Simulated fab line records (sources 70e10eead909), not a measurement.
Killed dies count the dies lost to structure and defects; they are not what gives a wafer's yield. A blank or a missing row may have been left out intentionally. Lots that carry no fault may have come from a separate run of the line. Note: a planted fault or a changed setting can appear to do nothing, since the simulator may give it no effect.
Matching of chambers ; flow nandHarc ; pecvd-01 running NHARC_P_M0_PRE_CLEAN_31: 3 sister chambers
The step time 12 s. 6 wafers are shown with their chamber, then 10 later ones without.

## WAFERS PAIRED WITH THEIR CHAMBERS
wafer;chamber;heaterPowerW (W);rfFwdPowerW (W)
L082.5;0;616;294.1
L085.2;1;660;293.8
L085.5;0;612;292.7
L085.6;2;552;292.5
L086.1;2;624;292.8
L086.2;1;670;293.1

## WAFERS MISSING THEIR CHAMBER
wafer;heaterPowerW (W);rfFwdPowerW (W)
L086.4;600;293.0
L089.1;609;291.6
L089.3;571;292.7
L089.5;571;292.2
L096.2;669;293.3
L096.5;673;293.0
L096.6;656;292.2
L097.2;608;292.5
L097.3;617;293.7
L097.5;609;293.5

## EACH ONE'S CHAMBER
wafer;from the rows above;in truth
L086.4;can't be placed: 2 or 0 or 1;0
L089.1;can't be placed: 2 or 0 or 1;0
L089.3;can't be placed: 2 or 0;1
L089.5;can't be placed: 2 or 0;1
L096.2;can't be placed: 1 or 0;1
L096.5;can't be placed: 1 or 0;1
L096.6;can't be placed: 1 or 0 or 2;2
L097.2;can't be placed: 2 or 0 or 1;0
L097.3;can't be placed: 0 or 1 or 2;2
L097.5;can't be placed: 0 or 2 or 1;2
Placed correctly: 0 of 10. These rows do not allow placing 10 (true chamber among the candidates in 8). Placed wrongly: 0.
How it was worked out, from the rows above alone: a wafer's distance from a chamber is the root of the sum, over the readings, of the square of ((its reading less the chamber's mean) divided by the reading's scatter). The wafer belongs to the nearest chamber; if the next one is less than 2 further off, it can't be placed. The mean given for a chamber averages the wafers shown for that chamber. The scatter: take each reading less its chamber's mean, square it, sum over the shown wafers, divide by the number of wafers less the number of chambers, and take the root.
